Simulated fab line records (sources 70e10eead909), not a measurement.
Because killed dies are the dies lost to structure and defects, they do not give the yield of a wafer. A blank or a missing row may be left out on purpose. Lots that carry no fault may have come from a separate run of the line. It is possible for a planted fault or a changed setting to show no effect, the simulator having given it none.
8D (eight disciplines) problem report, filled in by code	flow nandHarc	the parts of the form that need people (team, actions taken, sign-off) are left out

1. THE PROBLEM
Mean of thkNm at NHARC_A_ONON_D1_THK_MEAS_18: 1581 nm across 6 wafers in 2 lots; on wafers with no fault it is 1002 nm (standard deviation 8.3). That puts it +70 standard deviations away from the usual mean.
The step: measures by ellipsometry.
Seen first at day 14 06:47 on filmMetro-02, wafer L687.1. The record holds 42 wafers of 14 lots with a number at this step. The rule behind "out" and "out of limits": a value lying over 4 standard deviations away from the usual mean. The rest of the wafers with a number are treated as sound.

2. WHAT THIS IS AND IS NOT
question	is	is not
which readings at this step	thkNm	-
which lots	L685, L687	L673, L675, L676, L677, L678, L679, L682, L688, L689, L692, L694, L695
which wafers of those lots	all that have a number	-
read on which gauges	filmMetro-02	filmMetro-01
when	from day 14 06:47	up to then (21 sound wafers); but 15 sound wafers of L688, L689, L692, L694, L695 came after

3. WHAT RULES OUT EACH SUSPECT
Counting: a tool at any process step up to the reading remains a suspect when it ran all the lots that are out and ran no sound lot after the first of those.
- the gauge at NHARC_A_ONON_D1_THK_MEAS_18 is ruled out. All the wafers that are out were read on filmMetro-02, but those of them that NHARC_END_SORT_01 has rows for are out there too, on other tools.
- pecvdOnon-03 at NHARC_A_ONON_D1_DEP_16 (target thk 1000 nm): ruled out as a lasting fault. Following L687 (day 14 06:17), the first lot on it that is out, the sound lots L695 were run on it.
Left after counting: nothing in the record.

4. THE CAUSE (what the simulator had put in)
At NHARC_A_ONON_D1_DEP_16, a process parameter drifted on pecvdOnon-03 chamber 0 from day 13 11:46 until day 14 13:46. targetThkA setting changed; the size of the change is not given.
Counting ruled it out, wrongly: the rule takes a fault to strike every lot that its tool runs from its start on, and this one did not.

5. THE CHAIN OF EFFECTS, in route order
Rows list readings where the struck wafers' mean (over those with a number) sits beyond 3 standard deviations from the usual. Readings are gone through only where the record gives a usual standard deviation; hours: the median, over the lots, of the time from a lot's start at the first step in this table giving one to that lot's start at this step; sigmas: the change measured in usual standard deviations.
hours	step	reading	usual	on struck wafers	change	sigmas
0	NHARC_A_ONON_D1_THK_MEAS_18	thkNm	1002 nm	1581	+579	+70
389	NHARC_END_SORT_01	killedAtArray	59	674	+615	+36
389	NHARC_END_SORT_01	killedDies	64	677	+613	+36

6. WHAT WOULD HAVE CAUGHT IT SOONER
19 hours passed between the start of the fault at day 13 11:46 and the first reading out of limits at a measuring or inspecting step in this record, taken at day 14 06:47.
No tool reading at NHARC_A_ONON_D1_DEP_16 that has a usual standard deviation in the record was out on any struck wafer, so an alarm limit of 4 standard deviations on those readings would not have fired.
